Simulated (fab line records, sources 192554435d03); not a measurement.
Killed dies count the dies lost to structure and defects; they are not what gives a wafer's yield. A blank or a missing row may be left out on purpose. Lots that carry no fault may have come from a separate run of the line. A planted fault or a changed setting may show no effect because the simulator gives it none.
fab line records	flow n5_finfet
record lots=24	wafers=72	last_day=17
route steps=1938 shown BEOL_M9@1437 BEOL_M10@1491
lots with no fault: from the same line, run without faults
start_h: the number of hours between the record's first day and the start of the first shown wafer of the lot	wait_h: time in hours since the lot's previous step	" as in the row above	L1.1+2: a row that stands for several wafers	- value missing, or start not given	* or withheld: withheld	< > ~ a bound
route shown NAME@n: a module of which the file shows steps, and the number in the route of the first	usual: mean and standard deviation over wafers with no fault	same: alike in all rows	chamber/n: place in a boat	sites: per-site readings	_std_site: the values' standard deviation	_edge_site: outer sites' mean less inner sites'	radius_mm: for every site, how far away it sits from the centre of the wafer	mask NAME#n: copy n	behind: tool/chamber where the wafer was last shaped	hold: why the lot was held/for how many hours/how that ended	device: the n, p or np transistor that did not switch	end of line: tests run on the same wafers once the route is complete	a step with no rows: only its recipe	killed: dies lost to structure and defects at the first sort, not the wafer's yield	map: a wafer's dies, x killed, . not, _ none there
set.NAME: setting as actually run; set.NAME@STEP: the setting as run at that earlier step	model.NAME: the simulator's own value behind a step, which no gauge read
route steps across a sampled set of lots; one table per step, one row per wafer
services: a tool's chamber out of use, with start hour (start_h, from the record's first day; less than 0 if before it), hours out, and reason
## steps
# step N5_BEOL_M9_DESCUM_33
# recipe chemistry=O2	time_s=7	source_power_w=50	bias_power_w=20	pressure_mtorr=20	rf_frequency_hz=2.712e+07	temp_c=40	resist=CAR-EUV	o2_flow_sccm=225
# usual drypump_motor_current_A=5.7/0.39	oes_product_au=0.79/0.066	rf_vpp_V=243.1/1	showerhead_plenum_p_Torr=2.09/0.049	throttle_valve_pct=20.35/0.24
lot.wafer	tool	chamber	start_h	wait_h	drypump_motor_current_A	oes_product_au	rf_hours_counter_h	rf_vpp_V	showerhead_plenum_p_Torr	throttle_valve_pct
L074.1	rie_diel-03	1	208.42	0.0	6.2	0.74	161	244.8	2.18	20.42
L074.3	"	2	"	"	5.5	0.74	154	243.3	2.09	20.35
L074.6	"	2	"	"	5.5	0.74	-	242.1	2.09	20.37
L075.1	rie_diel-05	0	210.21	0.0	5.7	0.68	236	242.0	2.07	20.86
L075.4	"	1	"	"	6.2	0.79	106	242.5	2.11	20.78
L075.5	"	0	"	"	5.7	0.69	-	243.1	2.07	20.85
L076.2	rie_diel-05	3	216.82	0.0	5.4	0.73	182	242.2	2.08	20.93
L076.3	"	1	"	"	6.2	0.79	107	243.9	2.11	20.77
L076.6	"	3	"	"	5.4	0.74	-	243.4	2.08	20.94
L077.3	rie_diel-01	1	226.20	0.0	5.7	0.83	91	244.7	2.12	20.43
L077.4	"	3	"	"	5.2	0.96	11	243.3	2.13	20.08
L077.6	"	1	"	"	5.7	0.83	-	243.8	2.12	20.42
L078.1	rie_diel-03	2	236.88	0.0	5.4	0.73	161	243.2	2.09	20.36
L078.3	"	0	"	"	6.2	0.77	139	242.1	2.01	20.15
L078.5	"	1	"	"	6.2	0.74	-	243.4	2.18	20.41
L079.1	rie_diel-03	0	246.58	0.0	6.2	0.77	142	242.0	2.01	20.16
L079.5	"	3	"	"	6.3	0.87	-	243.4	2.14	20.32
L079.6	"	2	"	"	5.5	0.72	-	243.8	2.08	20.37
L080.1	rie_diel-03	3	249.08	0.0	6.3	0.88	56	244.7	2.14	20.32
L080.4	"	0	"	"	6.2	0.77	-	241.5	2.01	20.14
L080.6	"	1	"	"	6.2	0.73	-	244.2	2.18	20.43
L081.4	rie_diel-05	1	262.38	0.0	6.2	0.78	-	243.1	2.11	20.79
L081.5	"	2	"	"	5.0	0.86	-	243.4	2.13	19.88
L081.6	"	3	"	"	5.4	0.71	-	243.1	2.08	20.96
L082.2	rie_diel-01	3	262.96	0.1	5.2	0.93	22	243.2	2.13	20.10
L082.3	"	2	"	"	5.7	0.81	81	242.5	2.03	20.17
L082.6	"	1	"	"	5.7	0.82	-	243.5	2.12	20.44
L083.1	rie_diel-03	1	270.21	0.0	6.1	0.73	182	244.2	2.18	20.45
L083.2	"	3	"	"	6.2	0.85	65	242.6	2.13	20.35
L083.4	"	1	"	"	6.1	0.73	-	244.9	2.18	20.45
L086.2	rie_diel-01	2	271.41	0.0	5.7	0.81	84	243.0	2.03	20.17
L086.3	"	0	"	"	5.6	0.74	165	242.1	2.09	20.47
L086.5	"	0	"	"	5.6	0.74	-	243.1	2.09	20.48
L084.1	rie_diel-01	3	277.81	0.3	5.1	0.91	28	244.9	2.13	20.10
L084.2	"	1	"	"	5.7	0.81	105	243.8	2.12	20.46
L084.3	"	2	"	"	5.7	0.80	87	241.7	2.03	20.16
L085.2	rie_diel-03	1	278.46	0.7	6.2	0.72	186	243.6	2.17	20.46
L085.3	"	3	"	"	6.2	0.85	69	243.2	2.13	20.35
L085.4	"	0	"	"	6.2	0.75	-	241.6	2.00	20.17
L087.2	rie_diel-01	0	286.08	0.0	5.6	0.73	172	245.0	2.09	20.48
L087.3	"	1	"	"	5.8	0.81	109	242.9	2.11	20.44
L087.6	"	1	"	"	5.7	0.81	-	241.3	2.11	20.46
L089.3	rie_diel-01	2	296.32	0.3	5.7	0.80	96	241.8	2.03	20.20
L089.5	"	2	"	"	5.7	0.80	-	242.2	2.03	20.17
L089.6	"	1	"	"	5.7	0.81	-	243.8	2.11	20.46
L088.1	rie_diel-01	3	299.08	1.0	5.2	0.89	38	243.9	2.12	20.12
L088.3	"	2	"	"	5.7	0.79	97	241.1	2.03	20.19
L088.4	"	0	"	"	5.6	0.73	178	243.9	2.09	20.49
L091.2	rie_diel-01	1	301.65	0.4	5.7	0.81	117	242.4	2.11	20.46
L091.5	"	3	"	"	5.2	0.90	-	244.3	2.12	20.12
L091.6	"	2	"	"	5.7	0.80	-	241.6	2.03	20.19
L092.1	rie_diel-03	2	311.15	0.0	5.5	0.71	179	242.8	2.08	20.40
L092.4	"	0	"	"	6.2	0.75	171	241.8	2.00	20.20
L092.6	"	3	"	"	6.2	0.83	-	244.1	2.13	20.37
L090.2	rie_diel-01	2	314.91	0.0	5.7	0.80	102	243.4	2.03	20.18
L090.5	"	0	"	"	5.6	0.74	-	243.4	2.09	20.52
L090.6	"	3	"	"	5.1	0.90	-	244.0	2.12	20.13
L094.1	rie_diel-01	2	338.25	0.0	5.7	0.78	110	242.4	2.02	20.19
L094.2	"	0	"	"	5.6	0.72	188	243.0	2.09	20.52
L094.6	"	3	"	"	5.1	0.88	-	243.7	2.12	20.14
L096.2	rie_diel-03	1	342.05	0.0	6.1	0.69	211	243.9	2.17	20.50
L096.4	"	2	"	"	5.5	0.70	188	242.5	2.08	20.40
L096.5	"	0	"	"	6.2	0.73	-	242.1	2.00	20.22
L097.1	rie_diel-01	3	342.30	0.3	5.2	0.89	52	244.7	2.12	20.14
L097.2	"	1	"	"	5.7	0.80	128	243.2	2.11	20.48
L097.5	"	3	"	"	5.2	0.88	-	244.5	2.12	20.13
L093.3	rie_diel-05	2	342.39	0.3	5.0	0.83	62	243.4	2.13	19.90
L093.4	"	1	"	"	6.2	0.76	133	243.7	2.10	20.81
L093.6	"	1	"	"	6.2	0.75	-	242.4	2.10	20.82
L095.1	rie_diel-01	2	342.73	0.6	5.7	0.77	112	241.7	2.02	20.21
L095.2	"	3	"	"	5.1	0.87	52	242.7	2.12	20.14
L095.4	"	0	"	"	5.6	0.71	190	242.9	2.08	20.52
# step N5_BEOL_M9_OCD_MEAS_38
# usual trench_depth_nm=150.9/2.1
lot.wafer	tool	chamber	start_h	wait_h	trench_depth_nm
L074.1	ocd-02	-	208.88	-	147.3
L074.3	"	-	"	"	150.1
L074.6	"	-	"	"	150.6
L075.1	ocd-01	-	210.67	-	148.6
L075.4	"	-	"	"	149.6
L075.5	"	-	"	"	150.5
L076.2	ocd-01	-	217.27	-	150.8
L076.3	"	-	"	"	151.0
L076.6	"	-	"	"	150.8
L077.3	ocd-01	-	226.66	-	153.0
L077.4	"	-	"	"	153.7
L077.6	"	-	"	"	152.4
L078.1	ocd-01	-	237.34	-	151.2
L078.3	"	-	"	"	149.2
L078.5	"	-	"	"	149.4
L079.1	ocd-01	-	247.03	-	149.9
L079.5	"	-	"	"	153.3
L079.6	"	-	"	"	153.5
L080.1	ocd-01	-	249.54	-	151.2
L080.4	"	-	"	"	148.2
L080.6	"	-	"	"	147.9
L081.4	ocd-01	-	262.82	-	150.8
L081.5	"	-	"	"	156.0
L081.6	"	-	"	"	151.7
L082.2	ocd-01	-	263.41	-	154.6
L082.3	"	-	"	"	153.6
L082.6	"	-	"	"	151.6
L083.1	ocd-02	-	270.66	-	148.2
L083.2	"	-	"	"	150.9
L083.4	"	-	"	"	149.0
L086.2	ocd-01	-	271.87	-	150.4
L086.3	"	-	"	"	151.3
L086.5	"	-	"	"	149.6
L084.1	ocd-02	-	278.26	-	152.3
L084.2	"	-	"	"	149.6
L084.3	"	-	"	"	150.4
L085.2	ocd-01	-	278.92	-	147.1
L085.3	"	-	"	"	150.2
L085.4	"	-	"	"	148.5
L087.2	ocd-02	-	286.54	-	151.0
L087.3	"	-	"	"	150.9
L087.6	"	-	"	"	150.2
L089.3	ocd-01	-	296.78	-	151.0
L089.5	"	-	"	"	151.0
L089.6	"	-	"	"	150.0
L088.1	ocd-02	-	299.54	-	154.1
L088.3	"	-	"	"	151.8
L088.4	"	-	"	"	152.1
L091.2	ocd-02	-	302.11	-	150.0
L091.5	"	-	"	"	153.5
L091.6	"	-	"	"	151.4
L092.1	ocd-01	-	311.61	-	150.7
L092.4	"	-	"	"	148.2
L092.6	"	-	"	"	150.6
L090.2	ocd-01	-	315.37	-	152.5
L090.5	"	-	"	"	150.7
L090.6	"	-	"	"	154.0
L094.1	ocd-01	-	338.71	-	149.6
L094.2	"	-	"	"	148.4
L094.6	"	-	"	"	151.1
L096.2	ocd-01	-	342.51	-	146.7
L096.4	"	-	"	"	148.4
L096.5	"	-	"	"	146.6
L097.1	ocd-02	-	342.76	-	152.6
L097.2	"	-	"	"	149.2
L097.5	"	-	"	"	151.7
L093.3	ocd-01	-	342.85	-	152.9
L093.4	"	-	"	"	148.8
L093.6	"	-	"	"	148.1
L095.1	ocd-01	-	343.18	-	150.7
L095.2	"	-	"	"	151.4
L095.4	"	-	"	"	151.3
# step N5_BEOL_M9_ANNEAL_51
# recipe temp_c=225	time_s=90	ambient=N2
# usual wafer_temp_C_max=226.4/0.77
lot.wafer	tool	chamber	start_h	wait_h	wafer_temp_C_max
L074.1	rtp_anneal-01	0	212.09	0.1	225.6
L074.3	"	0	"	"	225.5
L074.6	"	0	"	"	225.6
L075.1	rtp_anneal-02	0	212.34	0.1	227.1
L075.4	"	0	"	"	226.9
L075.5	"	0	"	"	226.6
L076.2	rtp_anneal-01	0	218.83	0.2	225.8
L076.3	"	0	"	"	225.9
L076.6	"	0	"	"	225.6
L077.3	rtp_anneal-02	0	230.02	0.3	227.7
L077.4	"	0	"	"	226.8
L077.6	"	0	"	"	227.1
L078.1	rtp_anneal-02	0	239.52	0.1	227.2
L078.3	"	0	"	"	227.3
L078.5	"	0	"	"	227.2
L079.1	rtp_anneal-01	0	248.85	0.1	225.7
L079.5	"	0	"	"	225.3
L079.6	"	0	"	"	225.5
L080.1	rtp_anneal-02	0	251.42	0.1	226.6
L080.4	"	0	"	"	227.2
L080.6	"	0	"	"	226.8
L081.4	rtp_anneal-01	0	264.67	0.2	225.7
L081.5	"	0	"	"	225.9
L081.6	"	0	"	"	225.8
L082.2	rtp_anneal-02	0	266.70	0.1	227.0
L082.3	"	0	"	"	227.8
L082.6	"	0	"	"	227.4
L083.1	rtp_anneal-02	0	272.54	0.2	227.2
L083.2	"	0	"	"	227.0
L083.4	"	0	"	"	226.7
L086.2	rtp_anneal-01	0	275.16	0.1	225.5
L086.3	"	0	"	"	225.7
L086.5	"	0	"	"	225.8
L084.1	rtp_anneal-01	0	280.30	0.1	225.5
L084.2	"	0	"	"	225.6
L084.3	"	0	"	"	225.6
L085.2	rtp_anneal-02	0	280.70	0.1	226.7
L085.3	"	0	"	"	226.8
L085.4	"	0	"	"	226.2
L087.2	rtp_anneal-01	0	289.41	0.8	225.8
L087.3	"	0	"	"	225.4
L087.6	"	0	"	"	225.5
L089.3	rtp_anneal-02	0	299.35	0.2	227.4
L089.5	"	0	"	"	227.9
L089.6	"	0	"	"	227.1
L088.1	rtp_anneal-01	0	301.17	0.2	225.6
L088.3	"	0	"	"	225.7
L088.4	"	0	"	"	225.7
L091.2	rtp_anneal-02	0	306.09	0.1	227.1
L091.5	"	0	"	"	227.3
L091.6	"	0	"	"	226.7
L092.1	rtp_anneal-01	0	314.82	0.1	225.7
L092.4	"	0	"	"	225.6
L092.6	"	0	"	"	225.5
L090.2	rtp_anneal-02	0	316.94	0.3	226.8
L090.5	"	0	"	"	227.3
L090.6	"	0	"	"	226.8
L094.1	rtp_anneal-01	0	340.83	0.6	225.8
L094.2	"	0	"	"	225.6
L094.6	"	0	"	"	225.5
L096.2	rtp_anneal-02	0	345.23	0.1	227.8
L096.4	"	0	"	"	227.2
L096.5	"	0	"	"	226.8
L097.1	rtp_anneal-01	0	345.26	0.1	225.6
L097.2	"	0	"	"	225.6
L097.5	"	0	"	"	225.5
L093.3	rtp_anneal-02	0	345.54	0.2	227.1
L093.4	"	0	"	"	227.3
L093.6	"	0	"	"	227.2
L095.1	rtp_anneal-01	0	345.80	0.2	226.0
L095.2	"	0	"	"	225.6
L095.4	"	0	"	"	226.0
# step N5_BEOL_M9_RS_MEAS_57
# recipe thk_meas_gauge=four-point-probe	reads=Cu_of_BEOL_M9_ECD_50+Co_of_BEOL_M9_CVD_78+TaN_of_BEOL_M9_ALD_74
# usual M9_RS=0.1518/0.0028
lot.wafer	tool	chamber	start_h	wait_h	M9_RS[ohm/sq]
L074.1	film_metro-02	-	212.82	0.1	0.1556
L074.3	"	-	"	"	0.1524
L074.6	"	-	"	"	0.1520
L075.1	film_metro-01	-	213.07	0.1	0.1542
L075.4	"	-	"	"	0.1530
L075.5	"	-	"	"	0.1512
L076.2	film_metro-01	-	219.52	0.1	0.1513
L076.3	"	-	"	"	0.1528
L076.6	"	-	"	"	0.1517
L077.3	film_metro-02	-	231.47	0.1	0.1490
L077.4	"	-	"	"	0.1486
L077.6	"	-	"	"	0.1506
L078.1	film_metro-02	-	240.24	0.1	0.1512
L078.3	"	-	"	"	0.1543
L078.5	"	-	"	"	0.1542
L079.1	film_metro-02	-	249.58	0.1	0.1527
L079.5	"	-	"	"	0.1490
L079.6	"	-	"	"	0.1476
L080.1	film_metro-02	-	252.14	0.1	0.1516
L080.4	"	-	"	"	0.1549
L080.6	"	-	"	"	0.1548
L081.4	film_metro-02	-	266.72	0.0	0.1521
L081.5	"	-	"	"	0.1453
L081.6	"	-	"	"	0.1506
L082.2	film_metro-02	-	267.40	0.1	0.1478
L082.3	"	-	"	"	0.1490
L082.6	"	-	"	"	0.1516
L083.1	film_metro-02	-	273.26	0.1	0.1536
L083.2	"	-	"	"	0.1509
L083.4	"	-	"	"	0.1537
L086.2	film_metro-01	-	275.84	0.1	0.1520
L086.3	"	-	"	"	0.1507
L086.5	"	-	"	"	0.1543
L084.1	film_metro-01	-	281.03	0.1	0.1507
L084.2	"	-	"	"	0.1545
L084.3	"	-	"	"	0.1536
L085.2	film_metro-02	-	281.38	0.1	0.1567
L085.3	"	-	"	"	0.1517
L085.4	"	-	"	"	0.1564
L087.2	film_metro-02	-	290.09	0.1	0.1529
L087.3	"	-	"	"	0.1510
L087.6	"	-	"	"	0.1517
L089.3	film_metro-01	-	300.16	0.1	0.1507
L089.5	"	-	"	"	0.1522
L089.6	"	-	"	"	0.1538
L088.1	film_metro-01	-	301.94	0.1	0.1468
L088.3	"	-	"	"	0.1501
L088.4	"	-	"	"	0.1503
L091.2	film_metro-02	-	306.77	0.1	0.1532
L091.5	"	-	"	"	0.1491
L091.6	"	-	"	"	0.1520
L092.1	film_metro-01	-	315.54	0.1	0.1512
L092.4	"	-	"	"	0.1549
L092.6	"	-	"	"	0.1515
L090.2	film_metro-02	-	317.62	0.1	0.1489
L090.5	"	-	"	"	0.1500
L090.6	"	-	"	"	0.1469
L094.1	film_metro-02	-	341.84	0.1	0.1522
L094.2	"	-	"	"	0.1553
L094.6	"	-	"	"	0.1506
L096.2	film_metro-01	-	345.91	0.1	0.1571
L096.4	"	-	"	"	0.1547
L096.5	"	-	"	"	0.1566
L097.1	film_metro-02	-	345.99	0.1	0.1479
L097.2	"	-	"	"	0.1520
L097.5	"	-	"	"	0.1485
L093.3	film_metro-01	-	346.18	0.1	0.1494
L093.4	"	-	"	"	0.1537
L093.6	"	-	"	"	0.1557
L095.1	film_metro-01	-	346.53	0.1	0.1524
L095.2	"	-	"	"	0.1520
L095.4	"	-	"	"	0.1504
# step N5_BEOL_M10_HM_OPEN_17
# recipe chemistry=Cl2/BCl3	target_depth_a=200	overetch_a=60	target=TiN	mask_material=SOC	ion_energy_ev=150	pressure_mtorr=10	icp_w=1000	bias_w=126	Cl2_flow_sccm=53.25	bcl3_flow_sccm=21.75	Ar_flow_sccm=25
# usual bias_w=126.1/0.4	drypump_motor_current_A=5.98/0.21	oes_ar_750_au=0.79/0.11	oes_product_au=0.68/0.092	throttle_valve_pct=22.23/0.13
lot.wafer	tool	chamber	start_h	wait_h	bias_w	drypump_motor_current_A	oes_ar_750_au	oes_product_au	rf_hours_counter_h	throttle_valve_pct
L074.1	rie_metal-03	1	215.29	0.0	126.5	6.11	0.84	0.71	25	22.02
L074.3	"	1	"	"	126.6	6.12	0.83	0.72	-	22.03
L074.6	"	1	"	"	126.7	6.09	0.85	0.71	-	22.01
L075.1	rie_metal-02	0	215.58	0.0	125.5	6.12	0.60	0.53	134	22.63
L075.4	"	0	"	"	125.2	6.11	0.60	0.53	-	22.64
L075.5	"	0	"	"	126.0	6.09	0.60	0.53	-	22.65
L076.2	rie_metal-03	1	221.16	0.1	126.2	6.16	0.83	0.70	-	22.02
L076.3	"	1	"	"	126.4	6.16	0.84	0.69	-	22.04
L076.6	"	1	"	"	126.1	6.11	0.83	0.70	-	22.04
L077.3	rie_metal-02	1	234.40	0.1	126.5	5.82	0.72	0.62	-	22.22
L077.4	"	1	"	"	126.0	5.83	0.72	0.62	-	22.20
L077.6	"	1	"	"	126.0	5.83	0.72	0.61	-	22.20
L078.1	rie_metal-01	0	243.95	0.0	126.5	6.39	0.77	0.65	44	22.22
L078.3	"	1	"	"	125.8	5.71	0.63	0.55	-	22.17
L078.5	"	1	"	"	126.1	5.69	0.62	0.54	-	22.16
L079.1	rie_metal-01	0	251.58	0.0	126.0	6.40	0.76	0.64	44	22.23
L079.5	"	0	"	"	125.3	6.46	0.77	0.64	-	22.20
L079.6	"	1	"	"	126.6	5.70	0.63	0.54	-	22.16
L080.1	rie_metal-02	1	254.79	0.0	125.7	5.82	0.72	0.63	62	22.19
L080.4	"	1	"	"	126.1	5.82	0.71	0.62	-	22.20
L080.6	"	0	"	"	126.5	6.11	0.96	0.84	-	22.33
L081.4	rie_metal-02	0	269.84	0.1	126.6	6.06	0.94	0.82	-	22.35
L081.5	"	1	"	"	126.5	5.83	0.71	0.61	-	22.22
L081.6	"	0	"	"	126.3	6.06	0.95	0.81	-	22.34
L082.2	rie_metal-01	1	270.06	0.0	126.2	5.73	0.62	0.54	106	22.16
L082.3	"	1	"	"	126.5	5.72	0.62	0.53	-	22.17
L082.6	"	1	"	"	125.9	5.71	0.62	0.53	-	22.17
L083.1	rie_metal-01	0	275.93	0.0	125.7	6.40	0.75	0.63	48	22.23
L083.2	"	1	"	"	125.8	5.69	0.62	0.53	106	22.19
L083.4	"	0	"	"	126.2	6.40	0.75	0.63	-	22.25
L086.2	rie_metal-02	0	278.68	0.0	125.8	6.09	0.94	0.81	3	22.36
L086.3	"	0	"	"	125.4	6.08	0.94	0.82	-	22.35
L086.5	"	1	"	"	125.9	5.80	0.71	0.61	-	22.20
L084.1	rie_metal-02	0	284.74	0.0	125.9	6.09	0.93	0.81	3	22.35
L084.2	"	1	"	"	126.0	5.81	0.70	0.61	64	22.21
L084.3	"	1	"	"	126.2	5.82	0.71	0.61	-	22.22
L085.2	rie_metal-03	0	284.88	0.0	125.7	5.78	0.95	0.82	4	22.35
L085.3	"	0	"	"	125.8	5.77	0.95	0.81	-	22.35
L085.4	"	1	"	"	126.0	6.10	0.81	0.69	-	22.04
L087.2	rie_metal-03	0	292.18	0.0	126.3	5.80	0.95	0.82	5	22.35
L087.3	"	1	"	"	125.5	6.14	0.81	0.69	-	22.03
L087.6	"	1	"	"	126.2	6.13	0.81	0.69	-	22.01
L089.3	rie_metal-01	0	302.68	0.1	126.2	6.39	0.74	0.63	-	22.24
L089.5	"	0	"	"	126.2	6.37	0.75	0.63	-	22.25
L089.6	"	1	"	"	126.9	5.72	0.61	0.53	-	22.19
L088.1	rie_metal-03	0	303.44	0.0	126.2	5.79	0.93	0.78	6	22.39
L088.3	"	1	"	"	125.2	6.20	0.81	0.67	-	22.04
L088.4	"	0	"	"	126.6	5.78	0.94	0.78	-	22.39
L091.2	rie_metal-02	0	312.56	0.0	126.2	6.08	0.92	0.80	6	22.37
L091.5	"	0	"	"	126.1	6.07	0.91	0.80	-	22.34
L091.6	"	1	"	"	125.9	5.82	0.70	0.61	-	22.22
L092.1	rie_metal-02	1	317.07	0.0	126.9	5.81	0.70	0.61	68	22.23
L092.4	"	0	"	"	126.1	6.06	0.91	0.78	-	22.36
L092.6	"	0	"	"	125.5	6.11	0.91	0.79	-	22.38
L090.2	rie_metal-03	1	319.44	0.0	126.9	6.16	0.80	0.68	36	22.04
L090.5	"	0	"	"	126.7	5.78	0.93	0.79	-	22.38
L090.6	"	1	"	"	126.6	6.16	0.80	0.68	-	22.03
L094.1	rie_metal-02	0	344.21	0.0	126.6	6.08	0.89	0.76	10	22.36
L094.2	"	1	"	"	126.2	5.85	0.69	0.60	71	22.23
L094.6	"	0	"	"	125.6	6.05	0.88	0.77	-	22.37
L096.2	rie_metal-02	0	347.68	0.0	125.4	6.09	0.88	0.77	10	22.36
L096.4	"	1	"	"	126.3	5.83	0.69	0.60	-	22.23
L096.5	"	0	"	"	125.7	6.09	0.89	0.77	-	22.37
L097.1	rie_metal-03	1	347.95	0.0	125.5	6.08	0.79	0.67	39	22.07
L097.2	"	0	"	"	126.3	5.77	0.91	0.77	10	22.40
L097.5	"	0	"	"	125.6	5.75	0.91	0.76	-	22.38
L093.3	rie_metal-02	0	348.24	0.1	126.1	6.11	0.89	0.77	-	22.36
L093.4	"	1	"	"	125.7	5.83	0.69	0.60	-	22.24
L093.6	"	1	"	"	126.0	5.81	0.70	0.60	-	22.22
L095.1	rie_metal-03	0	350.28	0.0	126.3	5.79	0.91	0.77	10	22.38
L095.2	"	1	"	"	126.1	6.13	0.79	0.67	39	22.03
L095.4	"	1	"	"	126.3	6.13	0.80	0.67	-	22.02
# step N5_BEOL_M10_OVL_MEAS_29
# recipe points_per_wafer=44
# usual V9_OVL=0.2/0.7
# same points_per_wafer=44
lot.wafer	tool	chamber	start_h	wait_h	V9_OVL[nm]
L074.1	overlay-01	0	216.74	0.0	-0.2
L074.3	"	0	"	"	-1.5
L074.6	"	0	"	"	-0.8
L075.1	overlay-01	0	219.10	0.0	-0.5
L075.4	"	0	"	"	-0.8
L075.5	"	0	"	"	0.3
L076.2	overlay-01	0	222.28	0.0	0.4
L076.3	"	0	"	"	0.0
L076.6	"	0	"	"	0.2
L077.3	overlay-01	0	235.52	0.0	0.1
L077.4	"	0	"	"	-1.4
L077.6	"	0	"	"	-0.6
L078.1	overlay-01	0	246.93	0.0	-0.8
L078.3	"	0	"	"	-0.8
L078.5	"	0	"	"	-0.3
L079.1	overlay-02	0	252.86	0.0	1.0
L079.5	"	0	"	"	1.3
L079.6	"	0	"	"	0.8
L080.1	overlay-01	0	255.54	0.0	-0.1
L080.4	"	0	"	"	0.5
L080.6	"	0	"	"	1.0
L081.4	overlay-02	0	270.74	0.0	0.1
L081.5	"	0	"	"	0.1
L081.6	"	0	"	"	0.0
L082.2	overlay-01	0	270.91	0.0	1.0
L082.3	"	0	"	"	0.4
L082.6	"	0	"	"	1.2
L083.1	overlay-01	0	277.30	0.0	0.6
L083.2	"	0	"	"	2.1
L083.4	"	0	"	"	1.2
L086.2	overlay-02	0	279.23	0.0	-0.3
L086.3	"	0	"	"	-1.0
L086.5	"	0	"	"	-0.8
L084.1	overlay-01	0	286.16	0.0	-0.3
L084.2	"	0	"	"	1.0
L084.3	"	0	"	"	0.4
L085.2	overlay-02	0	286.32	0.0	0.6
L085.3	"	0	"	"	0.3
L085.4	"	0	"	"	0.8
L087.2	overlay-01	0	292.68	0.0	-0.6
L087.3	"	0	"	"	0.5
L087.6	"	0	"	"	0.5
L089.3	overlay-02	0	304.94	0.0	-0.6
L089.5	"	0	"	"	-1.7
L089.6	"	0	"	"	-0.6
L088.1	overlay-02	0	305.10	0.0	-0.1
L088.3	"	0	"	"	0.5
L088.4	"	0	"	"	0.9
L091.2	overlay-01	0	314.90	0.1	-0.4
L091.5	"	0	"	"	0.3
L091.6	"	0	"	"	0.1
L092.1	overlay-01	0	317.90	0.0	0.3
L092.4	"	0	"	"	0.8
L092.6	"	0	"	"	1.1
L090.2	overlay-02	0	321.14	0.0	-0.1
L090.5	"	0	"	"	0.0
L090.6	"	0	"	"	0.0
L094.1	overlay-01	0	345.17	0.0	0.7
L094.2	"	0	"	"	0.0
L094.6	"	0	"	"	-0.4
L096.2	overlay-01	0	348.49	0.0	-0.1
L096.4	"	0	"	"	0.1
L096.5	"	0	"	"	1.1
L097.1	overlay-01	0	348.66	0.0	1.0
L097.2	"	0	"	"	0.4
L097.5	"	0	"	"	0.4
L093.3	overlay-02	0	348.84	0.0	-1.1
L093.4	"	0	"	"	0.0
L093.6	"	0	"	"	-0.6
L095.1	overlay-01	0	350.95	0.0	1.0
L095.2	"	0	"	"	-0.1
L095.4	"	0	"	"	0.8
## services
tool	chamber	start_h	hours	kind
rie_metal-03	0	201.58	16.2	repair
rie_metal-03	0	217.91	-	clean
rie_metal-03	0	217.91	17.4	scheduled_down
rie_metal-03	0	217.91	17.4	vent_cycle
rie_metal-02	0	218.93	-	clean
rie_metal-02	0	218.93	18.7	scheduled_down
rie_metal-02	0	218.93	18.7	vent_cycle
rie_diel-01	-	232.90	2.8	pm
rie_diel-03	2	248.66	32.5	repair
rie_diel-05	-	255.94	4.4	repair
rie_diel-03	3	261.12	1.6	repair
rie_diel-05	0	261.54	-	clean
rie_diel-05	0	261.54	-	consumable_replace:focus_ring
rie_diel-05	-	265.35	34.4	repair
rie_metal-02	-	290.93	2.8	pm
rie_diel-03	1	349.49	7.0	repair
## key
fault none
